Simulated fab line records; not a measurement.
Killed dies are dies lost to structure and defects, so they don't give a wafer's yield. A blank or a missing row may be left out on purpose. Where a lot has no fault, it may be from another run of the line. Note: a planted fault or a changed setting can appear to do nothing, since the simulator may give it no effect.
Which tool is to blame? + flow n5-finfet + 11 lots, 33 wafers sampled, at 3 steps of a route of 1938

## WHAT THE GAUGES SHOWED, per wafer
N5_BEOL_M15_OVL_MEAS_29.
| lot  | measured     | on         | M15_OVL (nm) |
|------|--------------|------------|--------------|
| L295 | day 12 08:49 | overlay-02 | 7 -1 -1      |
| L296 | day 13 02:36 | overlay-02 | 4 -5 0       |
| L298 | day 12 22:28 | overlay-01 | -6 -1 0      |
| L301 | day 13 15:51 | overlay-01 | -1 -2 -13    |
| L299 | day 13 19:46 | overlay-02 | -7 -3 -12    |
| L302 | day 13 23:56 | overlay-01 | -7 -1 -4     |
| L304 | day 14 05:38 | overlay-02 | -3 -3 0      |
| L306 | day 14 19:43 | overlay-01 | -3 2 -9      |
| L308 | day 15 16:33 | overlay-01 | 1 13 -5      |
| L315 | day 17 18:14 | overlay-02 | 1 1 -9       |
| L317 | day 17 21:11 | overlay-02 | 0 9 4        |

N5_BEOL_M15_RS_MEAS_54: measures by four-point-probe.
| lot  | measured     | on            | M15_RS (ohm/sq)      |
|------|--------------|---------------|----------------------|
| L295 | day 12 12:12 | film-metro-02 | 0.0221 0.0217 0.0217 |
| L296 | day 13 07:07 | film-metro-02 | 0.0215 0.0222 0.0216 |
| L298 | day 13 03:40 | film-metro-01 | 0.0214 0.0217 0.0216 |
| L301 | day 13 18:45 | film-metro-01 | 0.0218 0.0216 0.0211 |
| L299 | day 13 22:34 | film-metro-02 | 0.0219 0.0219 0.0205 |
| L302 | day 14 04:44 | film-metro-02 | 0.0218 0.0216 0.0216 |
| L304 | day 14 08:07 | film-metro-01 | 0.0218 0.0218 0.0217 |
| L306 | day 15 00:49 | film-metro-02 | 0.0219 0.0218 0.0216 |
| L308 | day 15 19:10 | film-metro-02 | 0.0216 0.0221 0.0222 |
| L315 | day 17 22:10 | film-metro-02 | 0.0212 0.0215 0.0205 |
| L317 | day 17 23:55 | film-metro-01 | 0.0221 0.0219 0.0223 |

## EACH LOT AND THE TOOL THAT RAN IT (in order: tool; ch and the chambers of the sampled wafers; start)
| lot  | N5_BEOL_M2_SPUTTER_81        |
|------|------------------------------|
| L295 | pvd-sputter-03, day 7 03:21  |
| L296 | pvd-sputter-03, day 8 02:53  |
| L298 | pvd-sputter-01, day 8 04:55  |
| L301 | pvd-sputter-03, day 8 11:28  |
| L299 | pvd-sputter-01, day 8 12:28  |
| L302 | pvd-sputter-01, day 8 15:13  |
| L304 | pvd-sputter-03, day 9 09:08  |
| L306 | pvd-sputter-02, day 10 07:02 |
| L308 | pvd-sputter-02, day 10 21:41 |
| L315 | pvd-sputter-03, day 12 05:40 |
| L317 | pvd-sputter-03, day 12 19:10 |
- N5_BEOL_M2_SPUTTER_81: material Cu, target thk 4.5 nm, time 8.29 s.

## AS READ BY THE TOOLS THEMSELVES (means over the sampled wafers that have a number; for cases with no such wafer, the mark the record gives instead)
N5_BEOL_M2_SPUTTER_81.
| lot  | tool           | throttle-valve-pct (%) |
|------|----------------|------------------------|
| L295 | pvd-sputter-03 | 30.7                   |
| L296 | pvd-sputter-03 | 30.9                   |
| L298 | pvd-sputter-01 | 29.9                   |
| L301 | pvd-sputter-03 | 30.2                   |
| L299 | pvd-sputter-01 | 30.3                   |
| L302 | pvd-sputter-01 | 29.8                   |
| L304 | pvd-sputter-03 | 30.3                   |
| L306 | pvd-sputter-02 | 30.3                   |
| L308 | pvd-sputter-02 | 29.1                   |
| L315 | pvd-sputter-03 | 30.5                   |
| L317 | pvd-sputter-03 | 30.9                   |

## THE ANSWER, worked out from the rows above alone
Rule: what is usual is taken from the lots themselves. Put in order of their means at a reading, lots are off if they are a third of the lots or fewer, leave a main group of 4 or more, and stand apart from it by a gap of 3 or more times the standard deviation of the main group's means; of several such gaps the widest counts. A main group whose means are all the same, to the digits that the tables above print for the reading, isn't used. A lot without any number at a reading at which 4 lots or more have one is off too. Where the step has rows for the other lots, those lots are counted as sound. Order of review: gauges by route order, followed by the tools' own readings, for which a lot's mean as printed above is used. At the first step where some lot is off, the reading lying furthest off is the one used; lots without a number count as furthest.
Across all readings shown, no lot is off: no conclusion can be drawn from this.

## WHAT THE SIMULATOR HAD INSERTED
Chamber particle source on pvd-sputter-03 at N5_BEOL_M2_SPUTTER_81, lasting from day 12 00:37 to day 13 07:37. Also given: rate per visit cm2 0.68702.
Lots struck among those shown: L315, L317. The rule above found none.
